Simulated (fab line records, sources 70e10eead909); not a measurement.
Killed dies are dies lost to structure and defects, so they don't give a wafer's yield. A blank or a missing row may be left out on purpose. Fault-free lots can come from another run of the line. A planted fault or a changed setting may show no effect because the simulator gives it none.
Matching of chambers -- flow nand harc -- NHARC_A_WL_FILL_ALD_00 on ald hk-02 has 4 sister chambers
The step deposits Al2O3, target thk 3 nm, pulse time 3 s, ald cycles 30. 14 wafers are shown with their chamber, then 7 later ones without.

## EACH WAFER AND ITS CHAMBER
wafer,chamber,heater power w (W),precursor pulse height rel
L076.1,0,529,1.030
L076.3,3,482,1.006
L076.6,0,524,1.007
L083.3,1,508,1.016
L083.5,1,519,1.005
L083.6,0,490,1.001
L085.1,2,401,1.018
L085.4,0,511,0.998
L085.6,0,512,1.062
L088.1,0,501,1.021
L088.2,1,524,1.016
L088.4,2,393,1.005
L092.2,1,507,0.982
L092.3,0,497,0.982

SIGNATURES, as means of the wafers listed above
reading,chamber 0,chamber 1,chamber 2,chamber 3,scatter within a chamber
heater power w,509.14,514.50,397.00,482.00,12
precursor pulse height rel,1.01443,1.00475,1.01150,1.00600,0.0223
Rule: for each reading, subtract the chamber's mean from the wafer's reading, divide by that reading's scatter and square the result; add these up over the readings and take the root, which gives the wafer's distance from the chamber. The wafer belongs to the nearest chamber; if the next one is less than 2 further off, it can't be placed. The scatter is the square root of a quotient: the sum, over the shown wafers, of each reading's squared deviation from its chamber's mean, divided by wafers minus chambers.

## WAFERS WITH NO CHAMBER GIVEN
wafer,heater power w (W),precursor pulse height rel
L092.5,501,0.997
L096.1,408,0.968
L096.4,506,0.997
L096.5,527,1.019
L097.2,510,0.998
L097.3,398,0.960
L097.6,519,1.016

## WHICH CHAMBER EACH WENT THROUGH
wafer,from the rows above,in truth
L092.5,can't be placed: 0 or 1 or 3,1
L096.1,2,2
L096.4,can't be placed: 1 or 0 or 3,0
L096.5,can't be placed: 1 or 0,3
L097.2,can't be placed: 1 or 0 or 3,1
L097.3,2,2
L097.6,can't be placed: 1 or 0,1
Correct placement for 2 of the 7. These rows do not allow placing 5 (true chamber among the candidates in 4). Placed wrongly: 0.
